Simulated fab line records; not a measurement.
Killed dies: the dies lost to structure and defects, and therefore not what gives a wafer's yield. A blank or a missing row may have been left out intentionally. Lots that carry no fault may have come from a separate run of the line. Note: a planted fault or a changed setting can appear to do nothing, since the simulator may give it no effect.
Chamber matching	flow n5Finfet	cmp-04 running N5_MOL_CONTACT_COAG_CMP_28: 4 sister chambers
The step polishes, stops on SiNx, t overpolish 0.85 s, target thk 14.522 nm. 18 wafers are shown with their chamber, then 9 later ones without.

WAFERS, EACH WITH ITS CHAMBER
wafer	chamber	motorCurrentA (A)	timeToEndpointS (s)
L080.1	0	14.0	8.1
L080.2	2	14.7	7.6
L080.6	0	14.6	8.0
L081.1	2	14.3	5.9
L081.4	1	14.9	6.0
L081.6	1	14.9	5.0
L082.2	2	13.2	4.5
L082.4	1	14.7	1.7
L082.5	3	11.7	3.7
L083.2	0	15.4	6.1
L083.3	2	14.2	3.5
L083.4	3	11.8	5.2
L085.3	1	14.6	0.0
L085.4	0	15.2	4.0
L085.5	0	14.1	1.4
L089.1	3	12.0	1.6
L089.2	2	14.0	2.8
L089.6	1	15.8	0.4

SIGNATURES (means of the wafers above)
reading	chamber 0	chamber 1	chamber 2	chamber 3	scatter within a chamber
motorCurrentA	14.660	14.980	14.080	11.833	0.519
timeToEndpointS	5.520	2.620	4.860	3.500	2.44
Rule: for a wafer and a chamber, the distance is found by dividing, reading by reading, the gap between the wafer's reading and the chamber's mean by the reading's scatter, squaring, summing and taking the root. If the next closest chamber is less than 2 further off than the closest, the wafer can't be placed; otherwise it belongs to the closest. The scatter is the square root of a quotient: the sum, over the shown wafers, of each reading's squared deviation from its chamber's mean, divided by wafers minus chambers.

WAFERS WITHOUT THEIR CHAMBER
wafer	motorCurrentA (A)	timeToEndpointS (s)
L092.1	11.5	2.8
L092.3	13.8	0.3
L092.4	15.8	3.7
L093.1	12.0	3.8
L093.2	14.5	4.4
L093.5	14.7	7.7
L096.3	12.0	3.8
L096.5	15.1	0.0
L096.6	13.9	3.1

WHICH CHAMBER EACH WENT THROUGH
wafer	from the rows above	in truth
L092.1	3	3
L092.3	can't be placed: 2 or 1 or 0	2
L092.4	can't be placed: 1 or 0 or 2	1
L093.1	3	3
L093.2	can't be placed: 0 or 2 or 1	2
L093.5	can't be placed: 0 or 2 or 1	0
L096.3	3	3
L096.5	can't be placed: 1 or 0 or 2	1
L096.6	can't be placed: 2 or 0 or 1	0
3 of 9 placed correctly. From these rows, 6 cannot be placed; in 6 the true chamber is one of the candidates. Placed wrongly: 0.
